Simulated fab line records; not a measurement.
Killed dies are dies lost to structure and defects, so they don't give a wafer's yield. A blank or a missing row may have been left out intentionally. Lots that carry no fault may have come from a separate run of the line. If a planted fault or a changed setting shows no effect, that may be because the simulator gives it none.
Chamber matching	flow n5-finfet	N5_BEOL_M5_DESCUM_16 on rie-diel-04 has 4 sister chambers
The step chemistry O2, time 7 s. 4 wafers are shown with their chamber, then 10 later ones without.

## WAFERS, EACH WITH ITS CHAMBER
wafer	chamber	drypump-motor-current-A (A)
L074.2	0	6.5
L084.5	2	6.5
L088.1	1	5.6
L088.5	3	5.4

## WAFERS WITH NO CHAMBER GIVEN
wafer	drypump-motor-current-A (A)
L088.6	6.5
L089.3	5.6
L089.4	6.5
L089.5	6.5
L094.2	6.5
L094.3	5.4
L094.5	5.6
L097.1	6.5
L097.3	5.6
L097.4	6.4

## THE CHAMBER EACH PASSED THROUGH
wafer	from the rows above	in truth
L088.6	can't be placed: 0 or 2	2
L089.3	1	1
L089.4	can't be placed: 0 or 2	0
L089.5	can't be placed: 0 or 2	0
L094.2	can't be placed: 0 or 2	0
L094.3	3	3
L094.5	1	1
L097.1	can't be placed: 0 or 2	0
L097.3	1	1
L097.4	can't be placed: 0 or 2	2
Correct placement for 4 of the 10. Not placeable from these rows: 6 (in 6, the candidates include the true chamber). Number placed wrongly: 0.
How it was worked out, from the rows above alone: a wafer's distance from a chamber is the root of the sum, over the readings, of the square of ((its reading less the chamber's mean) divided by the reading's scatter). The wafer belongs to the nearest chamber; if the next one is less than 2 further off, it can't be placed. For every chamber, the mean is computed from those of its wafers that are shown. The scatter: root of mean squared gap, hidden wafer to nearest shown wafer, with one shown wafer a chamber.
